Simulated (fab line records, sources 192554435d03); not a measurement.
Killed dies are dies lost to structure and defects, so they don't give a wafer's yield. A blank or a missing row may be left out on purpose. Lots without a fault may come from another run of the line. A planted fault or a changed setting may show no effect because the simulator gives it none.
Chamber matching | flow n5_finfet | N5_BEOL_M0_SAQP_DESCUM_45 on rie_diel-04: 4 sister chambers
The step chemistry O2, time 7 s. 16 wafers are shown with their chamber, then 8 later ones without.

WAFERS WITH THEIR CHAMBER
wafer  | chamber | drypump_motor_current_A (A) | throttle_valve_pct (%) | oes_product_au (a.u.)
L074.3 | 2       | 6.0                         | 20.74                  | 0.69
L074.4 | 3       | 6.1                         | 20.09                  | 0.85
L074.5 | 2       | 6.0                         | 20.74                  | 0.69
L079.3 | 1       | 4.9                         | 20.04                  | 0.77
L079.4 | 0       | 5.4                         | 20.27                  | 0.76
L079.5 | 1       | 5.0                         | 20.03                  | 0.77
L081.2 | 3       | 6.1                         | 20.11                  | 0.84
L081.3 | 1       | 5.0                         | 20.05                  | 0.76
L081.4 | 2       | 6.0                         | 20.76                  | 0.69
L082.2 | 1       | 5.0                         | 20.05                  | 0.75
L082.3 | 2       | 6.0                         | 20.76                  | 0.69
L082.6 | 1       | 5.0                         | 20.04                  | 0.75
L083.1 | 0       | 5.4                         | 20.27                  | 0.75
L083.4 | 0       | 5.4                         | 20.28                  | 0.74
L083.5 | 1       | 4.9                         | 20.04                  | 0.76
L085.2 | 0       | 5.4                         | 20.30                  | 0.75

SIGNATURES (means of the wafers above)
reading                 | chamber 0 | chamber 1 | chamber 2 | chamber 3 | scatter within a chamber
drypump_motor_current_A | 5.400     | 4.967     | 6.000     | 6.100     | 0.0333
throttle_valve_pct      | 20.2800   | 20.0417   | 20.7500   | 20.1000   | 0.0111
oes_product_au          | 0.7500    | 0.7600    | 0.6900    | 0.8450    | 0.00736
Rule: a wafer's distance from a chamber is the root of the sum, over the readings, of the square of ((its reading less the chamber's mean) divided by the reading's scatter). The wafer belongs to the nearest chamber; if the next one is less than 2 further off, it can't be placed. The scatter: the root of (the sum of the squares of (reading less its chamber's mean) over the shown wafers, divided by (wafers less chambers)).

WAFERS WITHOUT THEIR CHAMBER
wafer  | drypump_motor_current_A (A) | throttle_valve_pct (%) | oes_product_au (a.u.)
L085.3 | 5.4                         | 20.27                  | 0.75
L085.6 | 6.1                         | 20.14                  | 0.83
L086.1 | 6.1                         | 20.15                  | 0.83
L086.3 | 5.4                         | 20.28                  | 0.75
L086.4 | 6.1                         | 20.13                  | 0.82
L092.2 | 6.0                         | 20.51                  | 0.94
L092.4 | 5.4                         | 20.32                  | 0.73
L092.5 | 6.0                         | 20.52                  | 0.94

WHICH CHAMBER EACH WENT THROUGH
wafer  | from the rows above          | in truth
L085.3 | 0                            | 0
L085.6 | 3                            | 3
L086.1 | 3                            | 3
L086.3 | 0                            | 0
L086.4 | 3                            | 3
L092.2 | can't be placed: 0 or 3      | 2
L092.4 | 0                            | 0
L092.5 | can't be placed: 0 or 2 or 3 | 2
Placed correctly: 6 of 8. Can't be placed from these rows: 2 (the true chamber is among the candidates in 1). Placed wrongly: 0.
